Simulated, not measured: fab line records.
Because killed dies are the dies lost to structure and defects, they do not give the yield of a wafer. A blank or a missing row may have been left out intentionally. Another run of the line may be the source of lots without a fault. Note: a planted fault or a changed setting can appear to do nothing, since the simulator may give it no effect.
fab line records	flow nandHarc
record: lots: 6	wafers: 18	lastDay: 33
route steps=1302 shown P_BONDPAD@366 A_ZERO_WELL@390 END@1302
lots that met no fault: taken from a fault-free run of the same line
startH: the number of hours between the record's first day and the start of the first shown wafer of the lot	waitH: how many hours have passed since the lot's step before this one	" repeats the value in the row above	L1.1+2: a row that stands for several wafers	- no value, or no start given	* or withheld: withheld	< > ~ a bound
route shown NAME@n: names a module that has steps shown in the file, with the first one's number in the route	usual: mean/standard deviation of fault-free wafers	same: alike in all rows	chamber/n: place in a boat	sites: per-site readings	_std_site: the standard deviation of these	_edge_site: inner sites' mean taken away from outer sites' mean	radiusMm: how far each site lies from the wafer's centre	mask NAME#n: copy n	behind: the last tool/chamber to shape the wafer	hold: what put the lot on hold/how long, in hours/how the hold closed	device: names the non-switching transistor (n, p or np)	end of line: the same wafers' tests at the end of the route	a step with no rows: only its recipe	killed: at the first sort, the dies lost to defects and structure; wafer yield is something else	map: per-die view of a wafer (x killed, . not killed, _ where there is no die)
set.NAME: setting as actually run; set.NAME@STEP: the setting as run at that earlier step	model.NAME: the simulator's own value behind a step, which no gauge read
certain route steps with their lots: each step a table, each wafer a row
services: from which hour (startH, from the record's first day; less than 0 if before it) a tool's chamber was out of use, for how many hours, and why
== steps ==
step: NHARC_P_BONDPAD_HARDBAKE_10
recipe: tempC: 118	timeS: 65
step: NHARC_P_BONDPAD_DESCUM_11
recipe: timeS: 3	o2FlowSccm: 200	arFlowSccm: 0	biasPowerW: 0	chemistry: O2
usual: drypumpMotorCurrentA: 5.6/0.31	oesProductAu: 0.994/0.013	rfVppV: 58.0/0.85	showerheadPlenumPTorr: 1.96/0.086	throttleValvePct: 11.312/0.009
lot.wafer	tool	chamber	startH	waitH	drypumpMotorCurrentA	oesProductAu	rfHoursCounterH	rfVppV	showerheadPlenumPTorr	throttleValvePct
L880.3	rieDiel-10	0	145.27	-	5.7	0.999	3.5	58.8	2.04	11.315
L880.2	"	3	"	"	5.4	0.986	3.5	60.4	2.06	11.317
L880.5	"	1	"	"	5.6	1.019	-	58.3	1.88	11.304
L882.1	rieDiel-10	1	163.54	-	5.6	1.008	4.5	57.4	1.88	11.314
L882.4	"	3	"	"	5.4	1.005	4.3	57.8	2.05	11.305
L882.3	"	0	"	"	5.8	0.997	4.4	57.2	2.04	11.307
L888.3	rieDiel-12	1	212.93	-	5.6	1.000	2.4	57.4	1.82	11.318
L888.4	"	3	"	"	5.7	0.979	2.3	59.0	2.05	11.311
L888.6	"	1	"	"	5.6	1.004	-	57.3	1.82	11.312
L891.3	rieDiel-12	2	249.29	-	5.1	1.008	3.8	58.4	2.03	11.300
L891.6	"	0	"	"	6.3	0.986	-	58.0	2.01	11.312
L891.5	"	1	"	"	5.6	1.001	-	58.5	1.82	11.312
L899.1	rieDiel-10	1	328.66	-	5.6	0.982	3.5	58.1	1.88	11.314
L899.4	"	0	"	"	5.7	0.990	3.8	56.9	2.04	11.307
L899.5	"	1	"	"	5.6	0.984	-	57.9	1.88	11.304
L901.1	rieDiel-10	2	350.29	-	5.7	0.995	4.8	56.9	1.91	11.318
L901.4	"	3	"	"	5.4	1.001	5.0	57.4	2.05	11.308
L901.2	"	1	"	"	5.6	0.993	5.1	57.3	1.88	11.301
step: NHARC_P_BONDPAD_ETCH_37
recipe: targetDepthA: 600	overetchA: 180	timeS: 65.91	ionEnergyEv: 200	n2FlowSccm: 150	h2FlowSccm: 150	arFlowSccm: 0	rfW: 400	biasW: 150	chemistry: N2/H2
step: NHARC_P_BONDPAD_ETCH_12
recipe: targetDepthA: 2000	timeS: 100	chf3FlowSccm: 50	o2FlowSccm: 10	arFlowSccm: 200	rfW: 500	biasW: 200	chemistry: CHF3/O2
step: NHARC_P_BONDPAD_CD_MEAS_13
usual: cdNm: 499.4/2.2
lot.wafer	tool	chamber	startH	waitH	cdNm
L880.2	cdSem-03	-	145.59	-	502.3
L880.3	"	-	"	"	501.0
L880.5	"	-	"	"	501.8
L882.1	cdSem-01	-	163.86	-	497.1
L882.3	"	-	"	"	498.4
L882.4	"	-	"	"	500.3
L888.3	cdSem-02	-	213.24	-	499.1
L888.4	"	-	"	"	499.5
L888.6	"	-	"	"	502.7
L891.3	cdSem-02	-	249.59	-	496.6
L891.5	"	-	"	"	501.9
L891.6	"	-	"	"	499.1
L899.1	cdSem-03	-	328.98	-	496.7
L899.4	"	-	"	"	497.0
L899.5	"	-	"	"	493.5
L901.1	cdSem-02	-	350.60	-	498.0
L901.2	"	-	"	"	499.8
L901.4	"	-	"	"	500.6
step: NHARC_P_BONDPAD_STRIP_15
recipe: o2FlowSccm: 500	arFlowSccm: 0	biasW: 0	chemistry: O2
step: NHARC_P_BONDPAD_ETCH_24
recipe: targetDepthA: 300	overEtchFrac: 0.3	timeS: 72.99	ionEnergyEv: 150	cf4FlowSccm: 50	n2FlowSccm: 100	arFlowSccm: 150	rfW: 300	biasW: 100	chemistry: CF4/N2
usual: drypumpMotorCurrentA: 5.7/0.32	oesProductAu: 0.994/0.012	rfFwdPowerW: 297.3/1.2	rfVppV: 315.1/2.2	showerheadPlenumPTorr: 2.68/0.11	throttleValvePct: 19.795/0.0091
lot.wafer	tool	chamber	startH	waitH	drypumpMotorCurrentA	oesProductAu	rfFwdPowerW	rfHoursCounterH	rfVppV	showerheadPlenumPTorr	throttleValvePct
L880.2	rieDiel-12	2	-	-	5.1	1.001	297.6	0.6	316.5	2.78	19.787
L880.3	"	0	"	"	6.2	1.013	298.3	0.5	315.3	2.75	19.796
L880.5	"	1	"	"	5.6	0.997	297.2	-	311.7	2.51	19.812
L882.4	rieDiel-12	3	-	-	5.7	0.999	296.1	0.9	318.7	2.80	19.799
L882.3	"	1	"	"	5.6	0.998	298.2	0.9	311.6	2.51	19.788
L882.1	"	2	"	"	5.2	1.006	298.3	0.9	317.0	2.78	19.799
L888.3	rieDiel-01	2	-	-	5.3	0.992	298.1	0.0	312.5	2.54	19.805
L888.4	"	0	"	"	5.9	1.009	298.9	0.0	314.8	2.68	19.786
L888.6	"	2	"	"	5.3	0.986	298.6	-	312.4	2.54	19.788
L891.3	rieDiel-01	1	-	-	6.2	0.994	295.7	1.5	311.7	2.52	19.784
L891.5	"	1	"	"	6.2	0.985	295.3	-	312.3	2.52	19.797
L891.6	"	2	"	"	5.3	0.993	297.2	-	312.7	2.54	19.800
L899.1	rieDiel-12	0	-	-	6.2	0.988	298.5	1.1	317.1	2.75	19.809
L899.4	"	2	"	"	5.1	1.020	295.7	1.4	316.1	2.78	19.792
L899.5	"	1	"	"	5.6	0.991	296.1	-	313.3	2.51	19.797
L901.1	rieDiel-10	0	-	-	5.8	0.997	298.1	5.3	316.9	2.79	19.788
L901.4	"	1	"	"	5.6	0.981	298.2	5.2	314.9	2.58	19.808
L901.2	"	3	"	"	5.4	0.989	297.6	5.1	316.7	2.81	19.782
step: NHARC_P_BONDPAD_STRIP_16
recipe: timeS: 600	tempC: 30	chemistry: postEtchResidueRemover
step: NHARC_P_BONDPAD_DEGAS_25
recipe: tempC: 300	timeS: 60
usual: heaterPowerW: 473/48
lot.wafer	tool	chamber	startH	waitH	heaterPowerW
L880.3	pvdSputter-02	-	146.22	-	551
L880.2	"	-	"	"	533
L880.5	"	-	"	"	505
L882.4	pvdSputter-03	-	164.49	-	448
L882.1	"	-	"	"	425
L882.3	"	-	"	"	528
L888.4	pvdSputter-02	-	213.86	-	558
L888.3	"	-	"	"	511
L888.6	"	-	"	"	519
L891.3	pvdSputter-03	-	250.22	-	417
L891.5	"	-	"	"	442
L891.6	"	-	"	"	415
L899.1	pvdSputter-02	-	329.60	-	506
L899.4	"	-	"	"	505
L899.5	"	-	"	"	515
L901.1	pvdSputter-01	-	351.23	-	464
L901.2	"	-	"	"	474
L901.4	"	-	"	"	401
step: NHARC_P_BONDPAD_PRE_CLEAN_26
recipe: timeS: 30	tempC: 280	gas: H2/He
step: NHARC_P_BONDPAD_PVD_17
recipe: targetThkA: 50	biasV: 168.6	powerW: 15000	chamberPressurePa: 0.12	timeS: 8.06	substrateTempC: 50	material: TaN
step: NHARC_P_BONDPAD_PVD_27
recipe: targetThkA: 300	chamberPressurePa: 5	powerW: 5000	substrateTempC: 30	timeS: 20.49	material: Cu
step: NHARC_P_BONDPAD_ECD_18
recipe: targetThkA: 4000	bathTempC: 25	material: Cu
lot.wafer	tool	chamber	startH	waitH
L880.2+3+5	ecdCu-02	0	146.66	-
L882.1+4+3	ecdCu-02	0,1,0	164.89	-
L888.3+4+6	ecdCu-01	1,0,0	214.32	-
L891.3+6+5	ecdCu-01	1,0,1	250.72	-
L899.1+4+5	ecdCu-02	0	330.00	-
L901.2+1+4	ecdCu-02	0,1,1	351.58	-
step: NHARC_P_BONDPAD_ANNEAL_28
recipe: tempC: 225	timeS: 90
step: NHARC_P_BONDPAD_CMP_19
recipe: tOverpolishS: 30	cuRecessTouchS: 16	targetThkNm: 160.81
usual: motorCurrentA: 12.2/1.4	overpolishRunS: 30.001/0.0092	retainingRingPressureFrac: 0.999/0.0047
lot.wafer	tool	chamber	startH	waitH	motorCurrentA	overpolishRunS	retainingRingPressureFrac
L880.3	cmp-04	0	147.39	-	10.1	29.990	0.992
L880.2	"	1	"	"	12.9	30.028	1.000
L880.5	"	0	"	"	9.9	29.996	0.996
L882.3	cmp-02	0	165.57	-	11.2	29.992	1.000
L882.1	"	2	"	"	10.3	30.000	1.001
L882.4	"	3	"	"	12.1	29.987	1.003
L888.4	cmp-01	3	214.98	-	14.2	30.012	1.001
L888.3	"	1	"	"	11.2	30.001	0.996
L888.6	"	3	"	"	14.1	30.012	1.001
L891.3	cmp-01	2	251.29	-	11.7	29.996	0.995
L891.6	"	2	"	"	12.0	29.989	0.993
L891.5	"	3	"	"	15.5	30.004	0.990
L899.4	cmp-01	2	330.71	-	12.6	30.004	0.998
L899.1	"	3	"	"	14.5	29.995	1.001
L899.5	"	2	"	"	11.9	29.995	0.996
L901.4	cmp-04	3	352.35	-	14.2	30.010	0.998
L901.2	"	1	"	"	12.9	30.012	0.992
L901.1	"	2	"	"	12.6	29.995	1.001
step: NHARC_P_BONDPAD_THK_MEAS_20
recipe: thkMeasGauge: xrf
usual: thkNm: 160.7/1.9
lot.wafer	tool	chamber	startH	waitH	thkNm
L880.2	filmMetro-02	-	147.69	-	163.2
L880.3	"	-	"	"	162.4
L880.5	"	-	"	"	159.7
L882.1	filmMetro-01	-	165.89	-	162.7
L882.3	"	-	"	"	162.4
L882.4	"	-	"	"	162.3
L888.3	filmMetro-01	-	215.27	-	161.2
L888.4	"	-	"	"	160.4
L888.6	"	-	"	"	163.5
L891.3	filmMetro-01	-	251.61	-	156.5
L891.5	"	-	"	"	160.4
L891.6	"	-	"	"	157.2
L899.1	filmMetro-01	-	331.00	-	163.8
L899.4	"	-	"	"	161.6
L899.5	"	-	"	"	160.5
L901.1	filmMetro-01	-	352.68	-	160.0
L901.2	"	-	"	"	164.2
L901.4	"	-	"	"	161.7
step: NHARC_P_BONDPAD_SRD_21
recipe: timeS: 30	tempC: 23	dryTimeS: 20	spinRpm: 1500
step: NHARC_P_BONDPAD_ACTIVATE_29
recipe: timeS: 60	n2FlowSccm: 200	arFlowSccm: 0	biasPowerW: 0	chemistry: N2
step: NHARC_P_BONDPAD_PRECLEAN_30
recipe: timeS: 300	tempC: 23	chemistry: DIW
step: NHARC_P_BONDPAD_SRD_31
recipe: timeS: 30	tempC: 23	dryTimeS: 20	spinRpm: 1500
step: NHARC_A_ZERO_WELL_PRECLEAN_00
recipe: timeS: 600	tempC: 120	chemistry: SPM
step: NHARC_A_ZERO_WELL_SRD_01
step: NHARC_A_ZERO_WELL_DEHYDRATE_02
recipe: tempC: 150	timeS: 120
step: NHARC_A_ZERO_WELL_HMDS_03
recipe: timeS: 30
step: NHARC_A_ZERO_WELL_COAT_18
recipe: tempC: 200	timeS: 65
step: NHARC_A_ZERO_WELL_COAT_04
recipe: spinRpm: 2000	resistThkNm: 600
step: NHARC_A_ZERO_WELL_SOFTBAKE_05
recipe: tempC: 125	timeS: 70
step: NHARC_A_ZERO_WELL_EBR_06
step: NHARC_A_ZERO_WELL_EXPOSE_07
recipe: na: 0.55	doseMj: 33.85	maskId: A_ZERO
step: NHARC_A_ZERO_WELL_PEB_08
recipe: pebTempC: 128	pebTimeS: 80
step: NHARC_A_ZERO_WELL_DEVELOP_09
recipe: timeS: 50	devTempC: 22
step: NHARC_A_ZERO_WELL_CD_MEAS_10
recipe: targetCdNm: 2000	landingEnergyEv: 500
usual: cdNm: 2001.3/2.4
lot.wafer	tool	chamber	startH	waitH	cdNm
L880.2	cdSem-03	0	149.11	-	1999.3
L880.3	"	0	"	"	2001.7
L880.5	"	0	"	"	2003.4
L882.1	cdSem-02	0	167.30	-	2005.6
L882.3	"	0	"	"	1999.2
L882.4	"	0	"	"	1999.8
L888.3	cdSem-02	0	216.66	-	1998.2
L888.4	"	0	"	"	2002.9
L888.6	"	0	"	"	2002.4
L891.3	cdSem-02	0	253.14	-	1997.9
L891.5	"	0	"	"	2002.5
L891.6	"	0	"	"	2001.5
L899.1	cdSem-03	0	332.53	-	2000.9
L899.4	"	0	"	"	2003.4
L899.5	"	0	"	"	2003.3
L901.1	cdSem-01	0	354.20	-	1999.7
L901.2	"	0	"	"	2002.3
L901.4	"	0	"	"	2003.1
step: NHARC_A_ZERO_WELL_HARDBAKE_11
recipe: tempC: 118	timeS: 65
step: NHARC_A_ZERO_WELL_DESCUM_12
recipe: timeS: 3	o2FlowSccm: 200	arFlowSccm: 0	biasPowerW: 0	chemistry: O2
step: NHARC_A_ZERO_WELL_ETCH_19
recipe: targetDepthA: 800	overetchA: 240	timeS: 87.88	ionEnergyEv: 200	n2FlowSccm: 150	h2FlowSccm: 150	arFlowSccm: 0	rfW: 400	biasW: 150	chemistry: N2/H2
step: NHARC_A_ZERO_WELL_ETCH_13
recipe: targetDepthA: 1200	timeS: 40.1	hbrFlowSccm: 150	cl2FlowSccm: 50	rfW: 400	icpW: 400	biasW: 100	chemistry: HBr/Cl2
usual: drypumpMotorCurrentA: 5.6/0.32	oesProductAu: 0.999/0.0096	rfFwdPowerW: 395.4/1.5	throttleValvePct: 26.406/0.0089
lot.wafer	tool	chamber	startH	waitH	drypumpMotorCurrentA	oesProductAu	rfFwdPowerW	rfHoursCounterH	throttleValvePct
L880.3	rieSi-01	1	149.48	-	6.0	0.985	395.3	0.8	26.415
L880.2	"	3	"	"	5.8	0.996	396.0	0.7	26.391
L880.5	"	0	"	"	5.6	1.016	393.8	-	26.403
L882.3	rieSi-01	0	167.68	-	5.7	1.008	396.4	0.9	26.414
L882.1	"	1	"	"	6.0	0.993	395.1	0.9	26.408
L882.4	"	2	"	"	4.7	1.007	398.9	1.0	26.402
L888.3	rieSi-06	3	217.02	-	5.7	1.007	392.8	0.9	26.397
L888.4	"	1	"	"	5.2	0.998	394.8	1.0	26.415
L888.6	"	2	"	"	5.6	0.993	396.6	-	26.407
L891.3	rieSi-01	2	253.52	-	4.7	1.001	396.8	0.4	26.397
L891.6	"	0	"	"	5.6	1.003	400.1	-	26.393
L891.5	"	1	"	"	6.0	0.990	393.9	-	26.406
L899.1	rieSi-04	1	332.91	-	5.7	1.004	395.7	1.0	26.385
L899.4	"	3	"	"	5.8	1.003	394.1	1.0	26.407
L899.5	"	0	"	"	5.8	1.005	395.1	-	26.419
L901.1	rieSi-04	2	354.60	-	5.8	0.987	398.0	0.0	26.412
L901.2	"	3	"	"	5.8	0.995	392.4	0.0	26.409
L901.4	"	0	"	"	5.8	0.991	397.0	0.0	26.394
step: NHARC_A_ZERO_WELL_STRIP_14
recipe: timeS: 900	tempC: 130	chemistry: SPM
step: NHARC_END_SORT_01
recipe: tempC: 25
usual: defectLimitedYield: 90/3.4	killedAtArray: 61/24	killedAtOther: 1.2/1.3	killedAtPeriphery: 3.7/2.6	killedDies: 66/23	killedOpen: 3.3/1.8	killedShort: 2.4/1.6
same: grossDies: 677
lot.wafer	tool	chamber	startH	waitH	defectLimitedYield[%]	killedAtArray	killedAtOther	killedAtPeriphery	killedDies	killedOpen	killedShort
L882.1	prober-01	0	582.22	2.5	93	39	0	6	45	6	0
L882.3	prober-01	0	583.82	3.1	92	43	1	8	52	7	3
L882.4	prober-01	0	584.62	3.4	92	49	0	7	56	6	4
L888.3	prober-01	0	623.65	3.1	83	112	0	0	112	1	2
L888.4	prober-01	0	624.45	3.4	85	98	1	3	102	2	1
L888.6	prober-01	0	626.04	4.0	84	105	1	4	110	7	2
L899.1	prober-01	0	777.14	2.5	32	11	2	448	461	0	1
L899.4	prober-01	0	779.53	3.4	32	22	0	439	461	2	3
L899.5	prober-01	0	780.32	3.7	34	19	0	427	446	0	3
L901.1	prober-01	0	784.89	2.5	28	40	0	445	485	0	0
L901.2	prober-01	0	785.69	2.8	31	33	1	433	467	3	0
L901.4	prober-01	0	787.29	3.4	28	42	0	446	488	2	0
killed by level:class
L882.1 A_SLIT:chamberFilmFlake=22 A_CHANNEL_HOLE_D2:chamberFilmFlake=8 A_CONTACT:chamberFilmFlake=4 P_GATE:chamberFilmFlake=2 P_STI:geometricParticle:open=1 P_GATE:geometricParticle:open=1 P_M0:geometricParticle:open=1 A_DECK1_JOINT:geometricParticle:open=1
L882.3 A_SLIT:chamberFilmFlake=22 P_GATE:chamberFilmFlake=6 A_CHANNEL_HOLE_D2:chamberFilmFlake=6 A_CONTACT:chamberFilmFlake=4 A_M0:geometricParticle:open=2 A_CHANNEL_HOLE_D1:chamberFilmFlake=2 P_CONTACT:geometricParticle:open=1 A_ONON_D1:geometricParticle:open=1
L882.4 A_SLIT:chamberFilmFlake=28 A_CHANNEL_HOLE_D2:chamberFilmFlake=5 P_GATE:chamberFilmFlake=4 A_STAIRCASE:chamberFilmFlake=3 P_M1:chamberFilmFlake=2 P_GATE:geometricParticle:open=1 A_ONON_D1:geometricParticle:open=1 A_ONON_D1:geometricParticle:short=1
L888.3 A_CHANNEL_HOLE_D1:chamberFilmFlake=34 A_SLIT:chamberFilmFlake=34 A_CHANNEL_HOLE_D2:chamberFilmFlake=33 A_STAIRCASE:chamberFilmFlake=4 A_CONTACT:chamberFilmFlake=4 A_CHANNEL_FILL_D1:geometricParticle:short=1 A_CHANNEL_FILL_D2:geometricParticle:short=1 A_WL_FILL:geometricParticle:open=1
L888.4 A_CHANNEL_HOLE_D2:chamberFilmFlake=32 A_CHANNEL_HOLE_D1:chamberFilmFlake=29 A_SLIT:chamberFilmFlake=25 A_CONTACT:chamberFilmFlake=4 P_BONDPAD:chamberFilmFlake=2 A_STAIRCASE:chamberFilmFlake=2 A_WL_FILL:chamberFilmFlake=2 A_ONON_D1:geometricParticle:open=1
L888.6 A_SLIT:chamberFilmFlake=32 A_CHANNEL_HOLE_D2:chamberFilmFlake=30 A_CHANNEL_HOLE_D1:chamberFilmFlake=28 A_WL_FILL:chamberFilmFlake=4 A_CONTACT:chamberFilmFlake=2 P_CONTACT:geometricParticle:open=1 P_M1:geometricParticle:open=1 A_CHANNEL_FILL_D1:geometricParticle:open=1
L899.1 P_BONDPAD:unspecified=447 A_CHANNEL_HOLE_D1:chamberFilmFlake=6 THIN_TSV:chamberFilmFlake=2 A_CHANNEL_FILL_D2:chamberFilmFlake=2 A_ONON_D2:geometricParticle:short=1 P_GATE:chamberFilmFlake=1 A_STAIRCASE:chamberFilmFlake=1 A_SLIT:chamberFilmFlake=1
L899.4 P_BONDPAD:unspecified=433 A_CHANNEL_HOLE_D1:chamberFilmFlake=9 A_SLIT:chamberFilmFlake=6 P_STI:chamberFilmFlake=3 A_CHANNEL_FILL_D2:geometricParticle:short=2 P_GATE:chamberFilmFlake=2 A_CHANNEL_FILL_D1:geometricParticle:short=1 A_CHANNEL_FILL_D1:geometricParticle:open=1
L899.5 P_BONDPAD:unspecified=419 A_CHANNEL_HOLE_D1:chamberFilmFlake=7 P_STI:chamberFilmFlake=5 A_SLIT:chamberFilmFlake=5 A_STAIRCASE:chamberFilmFlake=4 A_CHANNEL_FILL_D2:geometricParticle:short=2 P_GATE:geometricParticle:short=1 P_ZERO_WELL:chamberFilmFlake=1
L901.1 P_BONDPAD:unspecified=445 A_SLIT:chamberFilmFlake=17 A_CHANNEL_HOLE_D1:chamberFilmFlake=11 A_CONTACT:chamberFilmFlake=8 A_DECK1_JOINT:chamberFilmFlake=2 A_STAIRCASE:chamberFilmFlake=1 A_WL_FILL:chamberFilmFlake=1
L901.2 P_BONDPAD:unspecified=429 A_SLIT:chamberFilmFlake=17 A_CHANNEL_HOLE_D1:chamberFilmFlake=7 A_CONTACT:chamberFilmFlake=4 P_STI:chamberFilmFlake=2 A_ONON_D1:geometricParticle:open=1 A_M1:geometricParticle:open=1 THIN_TSV:geometricParticle:open=1
L901.4 P_BONDPAD:unspecified=445 A_SLIT:chamberFilmFlake=26 A_CHANNEL_HOLE_D1:chamberFilmFlake=9 A_CONTACT:chamberFilmFlake=3 A_ZERO_WELL:chamberFilmFlake=3 P_M0:geometricParticle:open=1 A_M1:geometricParticle:open=1
map L899.1 (x killed, . not)
____________.____________
_________x.xx..x_________
_______xx.x....xxx_______
______x.x.xxxxx..xx______
_____.x...x..xx...xx_____
____xxxx..xx..xx.x..x____
____..xxxxxxxxxxxx.xx____
___.xxxxxxxx..xxxxxxx.___
___x.x.x.x....x...xxxx___
__xxx.x...xxxxx.xxx.xxx__
__xx.x....x.x.xx.xxxxxx__
_x.x.xxx.xxxxxxxxx..x.xx_
_x.xx.xx..xx.x.xx.xx.xxx_
_..x...xxxx..x.xxxx.xx.x_
_....xx.xxxxx.xxx..xx..._
_xx.xxxxxxxx.xxx...xxx.._
xxxxx.x..xxxxx..xx.xx...x
xxx.xxx.x.x.xxxxxxxxxxx..
xx.xxxx.xxxxxxx.xx.x...xx
xx.x..xx.xx.xxx.xx.xxx..x
.x..x.xx.xxx...xxx.xxx.xx
_xxx.xxxxxx..xxxxxx.xxxx_
_.xxx.xxxxx.xxxxxx.xx.xx_
_xxxxx.xxxxx.x.xx....x.x_
_xxx.xx.xxxxxx.x.xx..xx._
_xxxxxxxxxxxxxxxx.xxx..._
__x..x.xxxxx.xxx.xxxxx.__
__xxxxx.xxx.x.xx.x..xxx__
___xxxxxxxxxxxxx..xxxx___
___xxxxx...xx....xxxx.___
____xx..x.x..x..x.x.x____
____xxxx.x..xx.x..xxx____
_____.xxxxxxxxx.xxx._____
______xxxxxxx.x.xxx______
_______xx.x.xxxxxx_______
_________xxxxx.x_________
____________x____________
map L901.4 (x killed, . not)
____________x____________
_________xx.xxxx_________
_______xx.x.xx...x_______
______xxxx..xx.xxx.______
_____xxxxxxxx.x.xxx._____
____.xxxx..xxx.xxx.x.____
____xxxxxxx.x.x..x.xx____
___xxx.xxxxx.xx.x.xx.x___
___xx...x..xxx.xx.xxx.___
__xx.x.x.xxxxxxxxx.xxx.__
__x.xx.x.xx.xxxxxxxxxxx__
_x.x.x.xxxxxxxxxx.xxx..x_
_xxxxxx.x.xxxxxxxxxx.xxx_
_..xx.xxx.xx.xxxxxxxxx.._
_x.xxx.xxxxxx.xxxxxx..xx_
_.xxxx.xxxxxxxxxxx.x.xxx_
xxxxxxxxxxxx.xxxxxxxxxxxx
xxx.xxx.x.xxxxxxxx.xx..xx
xxxxxx.xxx...xxxx.xx.xxxx
xxxxx.xxxxx.x.xxx.x..x..x
x.x.xxxx..xx...xx.x.xxxxx
_x.x....x..xx..xx.x.x.x._
_xxx.xxx...xxx.xxx.xx..x_
_xxxx.xx..xxxx.x.x.x.x.._
_xxxxxxxx...xxx..xxxxxx._
_xxx.xx.x.xx.xxx.xxx..xx_
__xxxxx.xxxx.xxxxxxxxxx__
__..xx.xxx.xxxxxxxx.xxx__
___xxxx.xxx.xxxxxx..x.___
___x..x...xx.xxxxxxx.x___
____x.xx.x.x....x.x.x____
____xxxxxxxx.xxxxxxxx____
_____xxx..xx.x.xx.x._____
______xx..xxx...xxx______
_______x.xxxx.xxxx_______
_________xxxxx.._________
____________.____________
== services ==
tool	chamber	startH	hours	kind
ecdCu-01	-	128.49	0.2	repair
ecdCu-02	-	135.96	3.6	repair
cmp-01	-	138.83	3.7	repair
rieSi-01	-	147.22	0.5	repair
rieDiel-10	2	157.98	2.0	repair
cmp-01	-	168.25	0.5	repair
cmp-01	-	169.58	1.6	repair
cmp-01	-	177.18	1.2	repair
rieDiel-12	0	183.76	5.4	repair
cmp-01	-	185.50	4.0	pm
rieDiel-10	1	189.39	11.8	repair
rieDiel-12	-	192.65	5.0	repair
rieSi-01	-	193.00	9.0	pm
rieDiel-12	2	204.09	4.3	repair
rieDiel-12	0	227.09	19.7	repair
rieDiel-10	-	242.63	9.0	pm
ecdCu-02	-	244.23	8.0	pm
rieDiel-12	-	268.40	9.0	pm
cmp-01	-	271.92	0.4	repair
pvdSputter-02	-	282.00	10.0	pm
cmp-01	-	283.50	4.0	pm
cmp-01	-	310.15	0.8	repair
pvdSputter-02	-	320.24	2.9	repair
cmp-01	-	331.86	1.0	repair
== key ==
firstSign: step: NHARC_END_SORT_01	reading: killedAtPeriphery	direction: up	sigmas: 99+	usual: 3.7	struck: 439.7
effect: step: NHARC_END_SORT_01	reading: defectLimitedYield	direction: down	sigmas: 18	usual: 90	struck: 31
moreKillsBornAt: NHARC_P_BONDPAD_ECD_18@ecdCu-02: 2618
metAt NHARC_P_BONDPAD_ECD_18
struckWafers L899.1,L899.4,L899.5,L901.1,L901.2,L901.4
onsetBetween 164.89 330.00
alsoFits time
fault: kind: chamberParticleSource	tool: ecdCu-02	chamber: -	onsetH: 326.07	steps: NHARC_P_BONDPAD_ECD_18	ratePerVisitCm2: 1.2254	endH: 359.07
